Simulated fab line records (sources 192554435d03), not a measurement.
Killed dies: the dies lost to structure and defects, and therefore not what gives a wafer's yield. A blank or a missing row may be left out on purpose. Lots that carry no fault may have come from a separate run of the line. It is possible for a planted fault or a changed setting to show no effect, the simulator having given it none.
Chamber matching / flow n5_finfet / pecvd-03 running N5_GATE_CUT_PECVD_57: 3 sister chambers
The step deposits SiNx from SiH4/NH3/N2, target thk 21 nm. 6 wafers are shown with their chamber, then 10 later ones without.

== WAFERS PAIRED WITH THEIR CHAMBERS ==
wafer=L081.1; chamber=1; throttle_valve_pct (%)=38.4; showerhead_plenum_p_Torr (Torr)=5.07
wafer=L083.1; chamber=1; throttle_valve_pct (%)=38.8; showerhead_plenum_p_Torr (Torr)=5.07
wafer=L083.4; chamber=0; throttle_valve_pct (%)=40.8; showerhead_plenum_p_Torr (Torr)=5.12
wafer=L083.6; chamber=2; throttle_valve_pct (%)=42.4; showerhead_plenum_p_Torr (Torr)=5.05
wafer=L084.2; chamber=0; throttle_valve_pct (%)=40.6; showerhead_plenum_p_Torr (Torr)=5.14
wafer=L084.3; chamber=2; throttle_valve_pct (%)=42.2; showerhead_plenum_p_Torr (Torr)=5.06

== WAFERS WITHOUT THEIR CHAMBER ==
wafer=L084.5; throttle_valve_pct (%)=42.2; showerhead_plenum_p_Torr (Torr)=5.06
wafer=L087.4; throttle_valve_pct (%)=41.0; showerhead_plenum_p_Torr (Torr)=5.13
wafer=L087.5; throttle_valve_pct (%)=38.1; showerhead_plenum_p_Torr (Torr)=5.06
wafer=L087.6; throttle_valve_pct (%)=42.3; showerhead_plenum_p_Torr (Torr)=5.04
wafer=L092.2; throttle_valve_pct (%)=41.1; showerhead_plenum_p_Torr (Torr)=5.13
wafer=L092.4; throttle_valve_pct (%)=40.8; showerhead_plenum_p_Torr (Torr)=5.13
wafer=L092.5; throttle_valve_pct (%)=42.4; showerhead_plenum_p_Torr (Torr)=5.06
wafer=L094.2; throttle_valve_pct (%)=38.7; showerhead_plenum_p_Torr (Torr)=5.07
wafer=L094.4; throttle_valve_pct (%)=38.7; showerhead_plenum_p_Torr (Torr)=5.07
wafer=L094.5; throttle_valve_pct (%)=41.1; showerhead_plenum_p_Torr (Torr)=5.12

== CHAMBER TAKEN BY EACH ==
wafer=L084.5; from the rows above=2; in truth=2
wafer=L087.4; from the rows above=0; in truth=0
wafer=L087.5; from the rows above=1; in truth=1
wafer=L087.6; from the rows above=2; in truth=2
wafer=L092.2; from the rows above=0; in truth=0
wafer=L092.4; from the rows above=0; in truth=0
wafer=L092.5; from the rows above=2; in truth=2
wafer=L094.2; from the rows above=1; in truth=1
wafer=L094.4; from the rows above=1; in truth=1
wafer=L094.5; from the rows above=0; in truth=0
10 of 10 placed correctly. Number that these rows cannot place: 0. Number placed wrongly: 0.
How it was worked out, from the rows above alone: a wafer's distance from a chamber is the root of the sum, over the readings, of the square of ((its reading less the chamber's mean) divided by the reading's scatter). If the next closest chamber is less than 2 further off than the closest, the wafer can't be placed; otherwise it belongs to the closest. A chamber's mean is the mean of its shown wafers. The scatter is the square root of a quotient: the sum, over the shown wafers, of each reading's squared deviation from its chamber's mean, divided by wafers minus chambers.
